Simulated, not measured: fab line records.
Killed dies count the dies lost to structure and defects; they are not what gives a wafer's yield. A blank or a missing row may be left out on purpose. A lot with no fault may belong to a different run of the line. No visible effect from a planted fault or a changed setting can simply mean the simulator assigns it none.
Which of the tools did it?    flow nand-harc    39 wafers from 13 lots sampled at 5 of the route's 1159 steps

WHAT THE GAUGES SHOWED, per wafer
NHARC_A_CONTACT_CD_MEAS_15.
lot   measured      on         cd-nm (nm)
L111  day 16 11:04  cd-sem-02  89.8 89.4 90.0
L112  day 17 05:05  cd-sem-02  90.4 89.9 90.8
L114  day 17 12:58  cd-sem-03  89.4 89.0 90.8
L115  day 17 17:31  cd-sem-03  90.5 90.8 90.0
L118  day 19 00:59  cd-sem-02  90.7 90.4 89.8
L122  day 19 12:01  cd-sem-02  89.6 89.6 90.2
L121  day 19 12:49  cd-sem-03  89.9 89.7 90.9
L126  day 20 09:29  cd-sem-03  89.8 89.2 90.8
L129  day 21 13:20  cd-sem-01  90.0 89.6 90.3
L131  day 21 15:26  cd-sem-03  90.2 90.1 89.5
L133  day 22 18:59  cd-sem-03  89.6 89.4 89.4
L132  day 22 20:53  cd-sem-03  90.4 89.4 89.7
L134  day 23 03:49  cd-sem-01  89.9 89.6 90.0

NHARC_A_BLC_CD_MEAS_10: the cd target is 100 nm.
lot   measured      on         cd-nm (nm)
L111  day 16 19:54  cd-sem-02  99.9 98.9 98.5
L112  day 17 11:26  cd-sem-03  99.9 100.4 101.5
L114  day 17 18:29  cd-sem-02  100.3 99.3 99.7
L115  day 17 23:17  cd-sem-01  100.7 100.4 99.7
L118  day 19 04:44  cd-sem-02  99.1 100.1 99.8
L122  day 19 15:54  cd-sem-02  100.9 98.8 99.0
L121  day 19 16:13  cd-sem-03  98.2 100.5 99.0
L126  day 20 13:07  cd-sem-03  99.4 100.1 99.6
L129  day 21 16:26  cd-sem-02  98.5 100.4 98.4
L131  day 21 18:26  cd-sem-03  99.5 101.3 99.8
L133  day 22 22:00  cd-sem-03  99.2 100.2 99.2
L132  day 23 00:19  cd-sem-03  100.4 101.6 100.0
L134  day 23 09:45  cd-sem-03  100.2 100.2 100.4

NHARC_END_SORT_01.
lot   measured      on         killed-at-array  killed-at-other  killed-at-periphery  killed-dies  killed-open  killed-short
L122  day 21 12:09  prober-02  43 32 41         0 0 0            5 6 4                48 38 45     5 7 9        4 3 3
L121  day 21 22:16  prober-02  11               1                0                    12           4            2

WHAT TOOL EACH LOT RAN ON (gives the tool, then ch and the chambers of the sampled wafers, and finally the start)
lot   NHARC_A_BLC_SOFTBAKE_05            NHARC_A_BLC_ETCH_16
L111  litho-track-06 ch 0, day 16 19:00  rie-diel-09 ch 1,3, day 16 20:10
L112  litho-track-06 ch 0, day 17 11:00  rie-diel-06 ch 0,1,3, day 17 11:42
L114  litho-track-01 ch 0, day 17 18:00  rie-diel-06 ch 0,1,2, day 17 18:46
L115  litho-track-04 ch 0, day 17 22:00  rie-diel-09 ch 0,3, day 17 23:36
L118  litho-track-06 ch 0, day 19 04:00  rie-diel-06 ch 1,2,3, day 19 05:01
L122  litho-track-06 ch 0, day 19 15:00  rie-diel-06 ch 0,2, day 19 16:10
L121  litho-track-04 ch 0, day 19 15:00  rie-diel-02 ch 0,2, day 19 16:29
L126  litho-track-04 ch 0, day 20 12:00  rie-diel-09 ch 0,1,2, day 20 13:23
L129  litho-track-01 ch 0, day 21 15:00  rie-diel-09 ch 1,2,3, day 21 16:42
L131  litho-track-01 ch 0, day 21 17:00  rie-diel-06 ch 0,1,3, day 21 18:43
L133  litho-track-04 ch 0, day 22 21:00  rie-diel-09 ch 0,1,3, day 22 22:16
L132  litho-track-04 ch 0, day 22 23:00  rie-diel-06 ch 2,3, day 23 00:35
L134  litho-track-01 ch 0, day 23 09:00  rie-diel-06 ch 1,2,3, day 23 10:01
- NHARC_A_BLC_SOFTBAKE_05: time 55 s.
- NHARC_A_BLC_ETCH_16: etches the open film in CF4, target depth 39 nm, time 65 s.

WHAT THE TOOLS THEMSELVES READ (means of the sampled wafers that have a number; where no wafer has one, the mark that the record gives instead)
NHARC_A_BLC_SOFTBAKE_05.
lot   tool            exhaust-pa (Pa)  heater-power-total-W (W)  plate-temp-C (C)
L111  litho-track-06  44.9             188.44                    105.04
L112  litho-track-06  44.3             188.38                    104.93
L114  litho-track-01  44.5             188.35                    104.85
L115  litho-track-04  45.4             188.44                    105.13
L118  litho-track-06  45.6             192.21                    106.47
L122  litho-track-06  45.5             192.35                    106.68
L121  litho-track-04  45.4             188.43                    104.80
L126  litho-track-04  44.9             188.54                    105.01
L129  litho-track-01  43.8             188.39                    104.85
L131  litho-track-01  44.1             188.54                    104.85
L133  litho-track-04  45.1             188.44                    104.96
L132  litho-track-04  45.0             188.34                    105.10
L134  litho-track-01  46.0             188.45                    105.07

NHARC_A_BLC_ETCH_16.
lot   tool         bias-w (W)  cf4-flow-sccm (sccm)  drypump-motor-current-A (A)  oes-product-au (a.u.)  rf-vpp-V (V)  showerhead-plenum-p-Torr (Torr)  throttle-valve-pct (%)
L111  rie-diel-09  99.7        150.1                 5.8                          0.995                  150.5         1.74                             13.282
L112  rie-diel-06  99.6        150.2                 5.5                          1.003                  151.6         1.76                             13.276
L114  rie-diel-06  100.1       149.7                 5.5                          1.004                  151.6         1.79                             13.282
L115  rie-diel-09  100.2       149.7                 5.8                          0.984                  150.2         1.71                             13.287
L118  rie-diel-06  100.1       150.1                 5.9                          1.002                  150.6         1.74                             13.279
L122  rie-diel-06  99.6        150.0                 5.5                          1.013                  152.4         1.77                             13.287
L121  rie-diel-02  99.8        150.3                 5.5                          1.013                  149.5         1.70                             13.289
L126  rie-diel-09  100.1       150.2                 5.8                          0.985                  149.8         1.72                             13.287
L129  rie-diel-09  100.1       149.8                 5.8                          0.991                  150.7         1.74                             13.291
L131  rie-diel-06  99.9        150.3                 5.5                          1.003                  151.3         1.76                             13.290
L133  rie-diel-09  100.4       149.8                 5.8                          0.987                  151.1         1.72                             13.277
L132  rie-diel-06  100.6       150.3                 5.9                          1.007                  150.1         1.69                             13.284
L134  rie-diel-06  99.9        150.3                 5.8                          1.001                  151.2         1.74                             13.289

THE ANSWER, worked out from the rows above alone
Rule: the usual values come from the lots themselves. The widest of any qualifying gaps counts: lots, ordered by their means at a reading, are off when they make up no more than a third of the lots, leave a main group of 4 or more, and stand apart from it by 3 or more times the standard deviation of that group's means. If all means in a main group match to the digits the tables above print for the reading, that group is not used. Also off: a lot with no number at a reading for which 4 or more lots have one. The other lots that the step has rows for count as sound. First the gauges in route order, then the tools' own readings, where a lot's mean is used as printed above. The first step at which some lot is off is used, and at that step the reading that is off furthest; a lot without a number counts as furthest.
Off at NHARC_A_BLC_SOFTBAKE_05 (heater-power-total-W): L118, L122. The main group: mean 188.43 W, standard deviation 0.063.
If a tool, at that step or one of the process steps before it, ran each lot that is off and ran no sound lot following the first of them, it fits. One fits: NHARC_A_BLC_SOFTBAKE_05 on litho-track-06. A fault onset in the window from L112 (day 17 11:00, its last sound lot) to L118 (day 19 04:00, its first lot off) fits.
The tool's own readings at NHARC_A_BLC_SOFTBAKE_05 bear it out: on the lots that are off they differ by more than 5 times the standard deviation of the sound lots' means. heater-power-total-W reads 192.28 W there against 188.43 W on the sound lots; plate-temp-C reads 106.58 C there against 104.96 C on the sound lots.

WHAT HAD BEEN PUT IN BY THE SIMULATOR
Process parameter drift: litho-track-06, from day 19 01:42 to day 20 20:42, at NHARC_A_BLC_SOFTBAKE_05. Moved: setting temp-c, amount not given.
Struck lots among those shown: L118, L122. The rule given above showed the same thing.
